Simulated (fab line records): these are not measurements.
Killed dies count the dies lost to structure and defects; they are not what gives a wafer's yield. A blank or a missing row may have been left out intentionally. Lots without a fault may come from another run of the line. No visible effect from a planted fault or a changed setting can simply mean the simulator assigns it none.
The same fault as seen by 2 desks ; flow nand-harc ; numbers are kept per desk, each desk with only its own; the story behind them comes last

== FROM THE METROLOGY DESK ==
Means of the sampled wafers that have a number, per lot and without regard to the tool the lot ran on: this is what the gauges read. If a lot's mean is further than 4 standard deviations from the usual mean, the lot is out of limits and carries the mark OUT (the distance appears in the brackets).
Columns: A = cd-nm at NHARC_A_BONDPAD_CD_MEAS_09, usual 500.2 nm; B = overlay-x-nm at NHARC_A_BONDPAD_OVL_MEAS_35, usual -1 nm; C = overlay-y-nm at NHARC_A_BONDPAD_OVL_MEAS_35, usual -2 nm
lot;first seen here;A;B;C
L813;day 24 10:48;499.9;-7;-2
L814;day 25 03:08;502.4;-1;-5
L816;day 26 01:56;500.1;-5;-3
L815;day 26 08:13;499.7;-1;-2
L818;day 27 06:30;499.9;-3;8
L819;day 28 01:17;499.7;5;2
L821;day 28 11:16;500.3;8;4
L824;day 29 03:58;498.5;-6;-12
L825;day 29 06:05;500.0;-10;-2
L828;day 30 18:57;498.2;-7;-5
L830;day 31 11:29;502.3;-5;-2
L831;day 32 05:22;499.6;-3;0
Result from this desk: across the 12 lots, nothing is out of limits.

== AT THE TOOL OWNER'S DESK: rie-diel-03 ==
The tool's own readings at NHARC_A_BONDPAD_ETCH_24 (etches the open film in CF4/N2, target depth 30 nm, time 72.99 s): means of the sampled wafers that have a number, for each lot that ran on this tool. If a lot's mean is further than 4 standard deviations from the usual mean, the lot is out of limits and carries the mark OUT (the distance appears in the brackets).
Columns: A = drypump-motor-current-A at NHARC_A_BONDPAD_ETCH_24, usual 5.6 A; B = oes-product-au at NHARC_A_BONDPAD_ETCH_24, usual 1.001 a.u.; C = rf-vpp-V at NHARC_A_BONDPAD_ETCH_24, usual 313.0 V; D = showerhead-plenum-p-Torr at NHARC_A_BONDPAD_ETCH_24, usual 2.57 Torr; E = throttle-valve-pct at NHARC_A_BONDPAD_ETCH_24, usual 19.794 %
lot;first seen here;A;B;C;D;E
L814;day 25 03:55;5.5;0.994;311.0;2.48;19.795
L816;day 26 02:46;5.7;1.000;312.5;2.50;19.788
L815;day 26 08:58;5.9;0.997;311.2;2.50;19.804
L818;day 27 07:16;5.2;0.997;311.5;2.46;19.794
L819;day 28 02:02;5.7;1.006;311.5;2.51;19.797
L821;day 28 12:01;5.2;0.950 (-5.6) OUT;310.9;2.46;19.788
L825;day 29 06:50;5.4;0.904 (-11) OUT;311.8;2.48;19.797
L830;day 31 12:14;5.1;0.999;311.8;2.46;19.792
L831;day 32 06:08;5.9;0.996;311.5;2.50;19.789
This desk's finding: out of limits on L821, L825; first on L821, day 28 12:01 (oes-product-au at NHARC_A_BONDPAD_ETCH_24). In limits: L814, L816, L815, L818, L819, L830, L831.

== BROUGHT TOGETHER ==
On L821, L825, at day 28 12:01, an alarm was possible from the tool owner's desk.
Metrology desk: nothing out of limits seen.
The metrology desk holds a record of L821, L825, inside its limits.
The lots listed all ran NHARC_A_BONDPAD_ETCH_24 on rie-diel-03.

== WHAT WAS PUT IN BY THE SIMULATOR ==
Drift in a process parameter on rie-diel-03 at NHARC_A_BONDPAD_ETCH_24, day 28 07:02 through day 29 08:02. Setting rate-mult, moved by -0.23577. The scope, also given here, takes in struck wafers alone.
Lots struck among those shown: L821, L825.
Time in hours from fault onset to the first out-of-limits reading at each desk: the tool owner's desk, 5.
